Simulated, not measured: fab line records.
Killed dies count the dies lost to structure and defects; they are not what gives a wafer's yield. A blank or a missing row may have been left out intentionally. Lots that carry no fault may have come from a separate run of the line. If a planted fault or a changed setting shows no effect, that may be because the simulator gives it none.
fab line records + flow nand-harc + part 2 of 2: steps 22 to 30 of 30
[record]
- lots = 5
- wafers = 15
- last-day = 23
route steps=1159 shown A_STAIRCASE@551
lots with no fault: from the same line, run without faults
start-h: start of the lot's first displayed wafer, in hours after the record's first day + wait-h: hours since the lot's step before + " repeats the value in the row above + L1.1+2: a row that stands for several wafers + - no value present, or no start provided + * or withheld: withheld + < > ~ a bound
route shown NAME@n: NAME is a module with steps in the file, n the number in the route of the first one + usual: mean and standard deviation over wafers with no fault + same: alike in all rows + chamber/n: place in a boat + sites: each site's reading + _std_site: the standard deviation of these + _edge_site: outer sites' mean less inner sites' + radius-mm: how far each site lies from the wafer's centre + mask NAME#n: copy n + behind: the most recent tool/chamber to have shaped the wafer + hold: the reason the lot was held/the length of the hold in hours/how it ended + device: names the non-switching transistor (n, p or np) + end of line: tests run on the same wafers once the route is complete + where a step has no rows: the recipe by itself + killed: dies that structure and defects cost at the first sort, which is not the same as the wafer's yield + map: shows each die of a wafer: x if killed, . if not, _ if none is there
set.NAME: the setting as run; set.NAME@STEP: as run at that earlier step + model.NAME: the simulator's own value behind a step, which no gauge read
lots at selected steps of the route; one table per step, one row per wafer
services: the hour from which a tool's chamber was out of use, counted from the record's first day as start-h (under 0 if before that day), plus the number of hours and why
[[steps]]
[step NHARC_A_STAIRCASE_EBR_180]
| lot.wafer  | tool           | chamber | start-h | wait-h |
|------------|----------------|---------|---------|--------|
| L074.1+4+6 | litho-track-07 | 0       | -       | -      |
| L079.2+4+5 | litho-track-02 | 0       | -       | -      |
| L081.1+3+6 | litho-track-03 | 0       | -       | -      |
| L088.1+5+6 | litho-track-02 | 0       | -       | -      |
| L095.3+5+6 | litho-track-03 | 0       | -       | -      |
[step NHARC_A_STAIRCASE_EXPOSE_181]
[recipe]
- na = 0.5
- dose-mj = 27.87
- mask-id = STAIR_2
| lot.wafer  | tool           | chamber | start-h | wait-h | mask      |
|------------|----------------|---------|---------|--------|-----------|
| L074.1+4+6 | krf-scanner-02 | 0       | 234.97  | -      | STAIR_2#0 |
| L079.2+4+5 | krf-scanner-04 | 0       | 269.25  | -      | STAIR_2#0 |
| L081.1+3+6 | krf-scanner-04 | 0       | 281.66  | -      | STAIR_2#0 |
| L088.1+5+6 | krf-scanner-04 | 0       | 326.20  | -      | STAIR_2#0 |
| L095.3+5+6 | krf-scanner-03 | 0       | 355.52  | -      | STAIR_2#0 |
[step NHARC_A_STAIRCASE_PEB_182]
[recipe]
- peb-temp-c = 115
- peb-time-s = 130
| lot.wafer  | tool           | chamber | start-h | wait-h |
|------------|----------------|---------|---------|--------|
| L074.1+4+6 | litho-track-07 | 0       | 235.04  | 0.1    |
| L079.2+4+5 | litho-track-02 | 0       | 269.31  | 0.1    |
| L081.1+3+6 | litho-track-07 | 0       | 281.72  | 0.1    |
| L088.1+5+6 | litho-track-03 | 0       | 326.27  | 0.1    |
| L095.3+5+6 | litho-track-03 | 0       | 355.58  | 0.1    |
[step NHARC_A_STAIRCASE_DEVELOP_183]
[recipe]
- time-s = 140
[same]
- time-s = 140
| lot.wafer  | tool           | chamber | start-h | wait-h |
|------------|----------------|---------|---------|--------|
| L074.1+4+6 | litho-track-07 | 0       | -       | -      |
| L079.2+4+5 | litho-track-02 | 0       | -       | -      |
| L081.1+3+6 | litho-track-07 | 0       | -       | -      |
| L088.1+5+6 | litho-track-03 | 0       | -       | -      |
| L095.3+5+6 | litho-track-03 | 0       | -       | -      |
[step NHARC_A_STAIRCASE_HARDBAKE_185]
[recipe]
- temp-c = 120
- time-s = 140
[same]
- time-s = 140
| lot.wafer  | tool           | chamber | start-h | wait-h |
|------------|----------------|---------|---------|--------|
| L074.1+4+6 | litho-track-02 | 0       | 235.25  | -      |
| L079.2+4+5 | litho-track-03 | 0       | 269.53  | -      |
| L081.1+3+6 | litho-track-02 | 0       | 281.94  | -      |
| L088.1+5+6 | litho-track-03 | 0       | 326.48  | -      |
| L095.3+5+6 | litho-track-03 | 0       | 355.81  | -      |
[step NHARC_A_STAIRCASE_DESCUM_186]
[recipe]
- time-s = 3
- o2-flow-sccm = 200
- ar-flow-sccm = 0
- bias-power-w = 0
- chemistry = O2
[usual]
- drypump-motor-current-A = 5.7/0.45
- oes-product-au = 1.003/0.0078
- rf-vpp-V = 57.9/0.96
- showerhead-plenum-p-Torr = 1.93/0.09
- throttle-valve-pct = 11.311/0.0084
[same]
- time-s = 3
| lot.wafer | tool        | chamber | start-h | wait-h | drypump-motor-current-A | oes-product-au | rf-hours-counter-h | rf-vpp-V | showerhead-plenum-p-Torr | throttle-valve-pct |
|-----------|-------------|---------|---------|--------|-------------------------|----------------|--------------------|----------|--------------------------|--------------------|
| L074.1    | rie-diel-04 | 1       | 235.36  | -      | 5.9                     | 0.999          | 47                 | 56.6     | 1.80                     | 11.315             |
| L074.4    | "           | 2       | "       | "      | 5.9                     | 1.007          | 46                 | 57.6     | 1.91                     | 11.305             |
| L074.6    | "           | 1       | "       | "      | 5.9                     | 1.007          | -                  | 56.0     | 1.80                     | 11.326             |
| L079.4    | rie-diel-05 | 1       | 269.62  | -      | 6.1                     | 1.003          | 37                 | 58.7     | 1.93                     | 11.321             |
| L079.2    | "           | 0       | "       | "      | 5.3                     | 1.004          | 37                 | 59.0     | 2.04                     | 11.328             |
| L079.5    | "           | 2       | "       | "      | 6.3                     | 0.997          | -                  | 58.9     | 2.06                     | 11.305             |
| L081.3    | rie-diel-04 | 1       | 282.04  | -      | 5.8                     | 0.994          | 61                 | 57.0     | 1.80                     | 11.308             |
| L081.1    | "           | 2       | "       | "      | 5.9                     | 0.994          | 66                 | 58.5     | 1.91                     | 11.316             |
| L081.6    | "           | 0       | "       | "      | 6.3                     | 0.999          | -                  | 58.9     | 1.98                     | 11.302             |
| L088.1    | rie-diel-07 | 2       | 326.57  | -      | 4.9                     | 0.998          | 36                 | 57.5     | 1.91                     | 11.320             |
| L088.5    | "           | 2       | "       | "      | 4.9                     | 1.009          | -                  | 57.6     | 1.91                     | 11.310             |
| L088.6    | "           | 3       | "       | "      | 5.6                     | 1.001          | -                  | 59.9     | 2.07                     | 11.312             |
| L095.3    | rie-diel-07 | 2       | 355.89  | -      | 4.9                     | 0.996          | 49                 | 56.5     | 1.90                     | 11.317             |
| L095.5    | "           | 2       | "       | "      | 4.9                     | 0.991          | -                  | 56.1     | 1.90                     | 11.306             |
| L095.6    | "           | 3       | "       | "      | 5.7                     | 1.000          | -                  | 57.4     | 2.06                     | 11.318             |
[step NHARC_A_STAIRCASE_TRIM_187]
[recipe]
- time-s = 211.2
- o2-flow-sccm = 500
- ar-flow-sccm = 0
- bias-w = 0
- chemistry = O2
[usual]
- drypump-motor-current-A = 5.7/0.46
- oes-product-au = 1.002/0.0085
- rf-vpp-V = 57.9/0.82
- showerhead-plenum-p-Torr = 3.56/0.15
- throttle-valve-pct = 17.037/0.01
[same]
- time-s = 211.2
| lot.wafer | tool        | chamber | start-h | wait-h | drypump-motor-current-A | oes-product-au | rf-hours-counter-h | rf-vpp-V | showerhead-plenum-p-Torr | throttle-valve-pct |
|-----------|-------------|---------|---------|--------|-------------------------|----------------|--------------------|----------|--------------------------|--------------------|
| L074.1    | rie-diel-04 | 3       | 235.43  | 0.1    | 5.9                     | 0.990          | 31                 | 57.4     | 3.60                     | 17.038             |
| L074.4    | "           | 2       | "       | "      | 5.9                     | 0.990          | 46                 | 58.2     | 3.53                     | 17.048             |
| L074.6    | "           | 0       | "       | "      | 6.3                     | 0.988          | -                  | 59.0     | 3.66                     | 17.045             |
| L079.2    | rie-diel-05 | 2       | 269.70  | 0.1    | 6.3                     | 0.995          | 37                 | 58.6     | 3.79                     | 17.021             |
| L079.4    | "           | 0       | "       | "      | 5.3                     | 0.994          | 37                 | 57.8     | 3.75                     | 17.020             |
| L079.5    | "           | 3       | "       | "      | 5.0                     | 1.010          | -                  | 58.2     | 3.66                     | 17.019             |
| L081.3    | rie-diel-04 | 1       | 282.12  | 0.1    | 5.9                     | 0.996          | 61                 | 56.7     | 3.33                     | 17.043             |
| L081.1    | "           | 3       | "       | "      | 5.9                     | 0.996          | 49                 | 57.2     | 3.59                     | 17.038             |
| L081.6    | "           | 1       | "       | "      | 5.9                     | 1.006          | -                  | 57.6     | 3.32                     | 17.040             |
| L088.1    | rie-diel-07 | 1       | 326.66  | 0.1    | 6.0                     | 1.015          | 26                 | 56.8     | 3.32                     | 17.041             |
| L088.6    | "           | 1       | "       | "      | 6.0                     | 1.005          | -                  | 57.4     | 3.32                     | 17.036             |
| L088.5    | "           | 2       | "       | "      | 4.9                     | 1.010          | -                  | 58.1     | 3.52                     | 17.036             |
| L095.3    | rie-diel-07 | 0       | 355.99  | 0.1    | 5.3                     | 0.997          | 43                 | 58.3     | 3.45                     | 17.042             |
| L095.5    | "           | 0       | "       | "      | 5.3                     | 1.005          | -                  | 58.3     | 3.45                     | 17.030             |
| L095.6    | "           | 1       | "       | "      | 6.1                     | 1.005          | -                  | 59.2     | 3.31                     | 17.031             |
[step NHARC_A_STAIRCASE_ETCH_188]
[recipe]
- target-depth-a = 1000
- time-s = 40.5
- ion-energy-ev = 400
- c4f8-flow-sccm = 20
- o2-flow-sccm = 10
- ar-flow-sccm = withheld
- rf-w = 600
- bias-w = 1000
- chemistry = C4F8/O2
[usual]
- oes-product-au = 0.937/0.014
- rf-vpp-V = 897/5.5
[same]
- time-s = 40.5
| lot.wafer | tool        | chamber | start-h | wait-h | oes-product-au | rf-hours-counter-h | rf-vpp-V |
|-----------|-------------|---------|---------|--------|----------------|--------------------|----------|
| L074.4    | rie-diel-04 | 0       | -       | -      | 0.943          | 44                 | 900      |
| L074.1    | "           | 1       | "       | "      | 0.944          | 47                 | 889      |
| L074.6    | "           | 2       | "       | "      | 0.963          | -                  | 895      |
| L079.2    | rie-diel-05 | 3       | -       | -      | 0.949          | 38                 | 901      |
| L079.4    | "           | 0       | "       | "      | 0.947          | 37                 | 904      |
| L079.5    | "           | 3       | "       | "      | 0.948          | -                  | 900      |
| L081.1    | rie-diel-04 | 3       | -       | -      | 0.954          | 49                 | 898      |
| L081.3    | "           | 2       | "       | "      | 0.946          | 66                 | 895      |
| L081.6    | "           | 0       | "       | "      | 0.937          | -                  | 900      |
| L088.1    | rie-diel-07 | 1       | -       | -      | 0.953          | 26                 | 889      |
| L088.6    | "           | 0       | "       | "      | 0.964          | -                  | 893      |
| L088.5    | "           | 1       | "       | "      | 0.951          | -                  | 888      |
| L095.3    | rie-diel-07 | 1       | -       | -      | 0.926          | 39                 | 888      |
| L095.6    | "           | 3       | "       | "      | 0.922          | -                  | 903      |
| L095.5    | "           | 0       | "       | "      | 0.931          | -                  | 893      |
[step NHARC_A_STAIRCASE_TRIM_189]
[recipe]
- time-s = 211.2
- o2-flow-sccm = 500
- ar-flow-sccm = 0
- bias-w = 0
- chemistry = O2
[usual]
- drypump-motor-current-A = 5.7/0.46
- oes-product-au = 1.001/0.0078
- rf-vpp-V = 57.9/1
- showerhead-plenum-p-Torr = 3.56/0.15
- throttle-valve-pct = 17.037/0.0087
[same]
- time-s = 211.2
| lot.wafer | tool        | chamber | start-h | wait-h | drypump-motor-current-A | oes-product-au | rf-hours-counter-h | rf-vpp-V | showerhead-plenum-p-Torr | throttle-valve-pct |
|-----------|-------------|---------|---------|--------|-------------------------|----------------|--------------------|----------|--------------------------|--------------------|
| L074.1    | rie-diel-04 | 3       | -       | -      | 5.9                     | 0.999          | 32                 | 59.7     | 3.60                     | 17.043             |
| L074.4    | "           | 0       | "       | "      | 6.3                     | 1.002          | 44                 | 57.5     | 3.66                     | 17.039             |
| L074.6    | "           | 0       | "       | "      | 6.3                     | 1.003          | -                  | 58.3     | 3.66                     | 17.034             |
| L079.4    | rie-diel-05 | 3       | -       | -      | 5.0                     | 1.009          | 38                 | 57.3     | 3.66                     | 17.048             |
| L079.2    | "           | 0       | "       | "      | 5.3                     | 0.995          | 37                 | 57.3     | 3.75                     | 17.031             |
| L079.5    | "           | 3       | "       | "      | 5.0                     | 1.011          | -                  | 57.2     | 3.66                     | 17.041             |
| L081.3    | rie-diel-04 | 3       | -       | -      | 5.9                     | 0.996          | 49                 | 58.5     | 3.59                     | 17.047             |
| L081.1    | "           | 1       | "       | "      | 5.9                     | 1.008          | 62                 | 57.7     | 3.33                     | 17.046             |
| L081.6    | "           | 0       | "       | "      | 6.3                     | 0.991          | -                  | 57.9     | 3.65                     | 17.048             |
| L088.1    | rie-diel-07 | 0       | -       | -      | 5.3                     | 1.012          | 30                 | 57.6     | 3.46                     | 17.056             |
| L088.5    | "           | 0       | "       | "      | 5.3                     | 0.990          | -                  | 57.8     | 3.46                     | 17.038             |
| L088.6    | "           | 1       | "       | "      | 6.1                     | 0.996          | -                  | 58.2     | 3.32                     | 17.032             |
| L095.3    | rie-diel-07 | 2       | -       | -      | 4.9                     | 0.994          | 50                 | 57.0     | 3.51                     | 17.036             |
| L095.6    | "           | 2       | "       | "      | 4.9                     | 0.987          | -                  | 56.6     | 3.51                     | 17.050             |
| L095.5    | "           | 3       | "       | "      | 5.7                     | 1.005          | -                  | 59.2     | 3.78                     | 17.037             |
[[services]]
| tool            | chamber | start-h | hours | kind   |
|-----------------|---------|---------|-------|--------|
| litho-track-03  | -       | 213.00  | 7.0   | pm     |
| rie-diel-04     | 0       | 218.92  | -     | clean  |
| rie-diel-04     | 1       | 218.92  | -     | clean  |
| rie-diel-04     | 2       | 218.92  | -     | clean  |
| rie-diel-04     | 3       | 218.92  | -     | clean  |
| rie-diel-07     | -       | 228.70  | 9.0   | pm     |
| rie-diel-04     | 0       | 243.42  | -     | clean  |
| rie-diel-05     | 0       | 250.14  | 1.2   | repair |
| rie-diel-07     | 3       | 259.11  | 11.9  | repair |
| rie-diel-07     | 0       | 266.82  | 8.3   | repair |
| rie-diel-04     | 1       | 269.64  | 10.0  | repair |
| plasma-asher-01 | -       | 276.46  | 9.0   | pm     |
| rie-diel-07     | 1       | 284.16  | 23.1  | repair |
| krf-scanner-04  | -       | 285.84  | 9.9   | repair |
| wet-bench-09    | -       | 288.80  | 8.0   | pm     |
| rie-diel-04     | -       | 288.90  | 9.0   | pm     |
| krf-scanner-02  | -       | 291.74  | 4.0   | pm     |
| krf-scanner-04  | -       | 298.00  | 4.0   | pm     |
| krf-scanner-04  | -       | 306.58  | 0.2   | repair |
| krf-scanner-02  | -       | 326.85  | 3.4   | repair |
| krf-scanner-02  | -       | 332.10  | 0.9   | repair |
| krf-scanner-03  | -       | 340.00  | 4.0   | pm     |
| litho-track-02  | -       | 340.00  | 7.0   | pm     |
| rie-diel-05     | -       | 340.63  | 9.0   | pm     |
